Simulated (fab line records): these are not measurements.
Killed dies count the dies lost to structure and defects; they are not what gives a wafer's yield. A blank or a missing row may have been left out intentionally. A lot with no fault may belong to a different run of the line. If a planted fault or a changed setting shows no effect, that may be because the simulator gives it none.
Chamber matching + flow n5Finfet + N5_BEOL_M9_CMP_52 on cmp-01 has 4 sister chambers
The step polishes, stops on SiCOH lowk, t overpolish 7 s, target thk 140 nm. 14 wafers are shown with their chamber, then 7 later ones without.

## WAFERS WITH THEIR CHAMBER
| wafer  | chamber | motorCurrentA (A) | timeToEndpointS (s) | barrierFieldEndpointS (s) |
|--------|---------|-------------------|---------------------|---------------------------|
| L075.2 | 1       | 6.3               | 58                  | 27.5                      |
| L075.5 | 2       | 6.6               | 64                  | 28.5                      |
| L075.6 | 3       | 6.5               | 71                  | 29.5                      |
| L078.1 | 0       | 5.2               | 54                  | 27.7                      |
| L078.2 | 3       | 6.3               | 65                  | 29.4                      |
| L078.3 | 2       | 6.6               | 64                  | 29.9                      |
| L085.3 | 3       | 6.3               | 69                  | 27.8                      |
| L085.4 | 2       | 6.4               | 67                  | 28.4                      |
| L085.5 | 3       | 6.2               | 69                  | 28.3                      |
| L086.3 | 2       | 6.4               | 64                  | 28.5                      |
| L086.4 | 3       | 6.0               | 71                  | 29.8                      |
| L086.6 | 3       | 6.4               | 68                  | 29.3                      |
| L090.2 | 0       | 5.2               | 56                  | 27.1                      |
| L090.3 | 3       | 6.1               | 66                  | 28.3                      |

SIGNATURES (means of the wafers above)
| reading               | chamber 0 | chamber 1 | chamber 2 | chamber 3 | scatter within a chamber |
|-----------------------|-----------|-----------|-----------|-----------|--------------------------|
| motorCurrentA         | 5.200     | 6.300     | 6.500     | 6.257     | 0.147                    |
| timeToEndpointS       | 55.00     | 58.00     | 64.75     | 68.43     | 2.01                     |
| barrierFieldEndpointS | 27.400    | 27.500    | 28.825    | 28.914    | 0.724                    |
Rule: for a wafer and a chamber, the distance is found by dividing, reading by reading, the gap between the wafer's reading and the chamber's mean by the reading's scatter, squaring, summing and taking the root. The wafer belongs to the nearest chamber; if the next one is less than 2 further off, it can't be placed. The scatter is the square root of a quotient: the sum, over the shown wafers, of each reading's squared deviation from its chamber's mean, divided by wafers minus chambers.

## WAFERS WHOSE CHAMBER IS MISSING
| wafer  | motorCurrentA (A) | timeToEndpointS (s) | barrierFieldEndpointS (s) |
|--------|-------------------|---------------------|---------------------------|
| L090.6 | 5.3               | 54                  | 26.4                      |
| L091.1 | 6.3               | 64                  | 28.4                      |
| L091.3 | 5.0               | 59                  | 27.2                      |
| L091.6 | 6.4               | 68                  | 29.4                      |
| L096.2 | 6.5               | 67                  | 28.8                      |
| L096.3 | 6.2               | 68                  | 30.0                      |
| L096.5 | 6.4               | 64                  | 29.1                      |

## EACH ONE'S CHAMBER
| wafer  | from the rows above          | in truth |
|--------|------------------------------|----------|
| L090.6 | 0                            | 0        |
| L091.1 | can't be placed: 2 or 3 or 1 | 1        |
| L091.3 | 0                            | 0        |
| L091.6 | can't be placed: 3 or 2      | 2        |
| L096.2 | can't be placed: 2 or 3      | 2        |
| L096.3 | can't be placed: 3 or 2      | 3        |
| L096.5 | can't be placed: 2 or 3      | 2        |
2 of 7 placed correctly. Cannot be placed on the basis of these rows: 5; the candidates contain the true chamber in 5. Wrongly placed: 0.
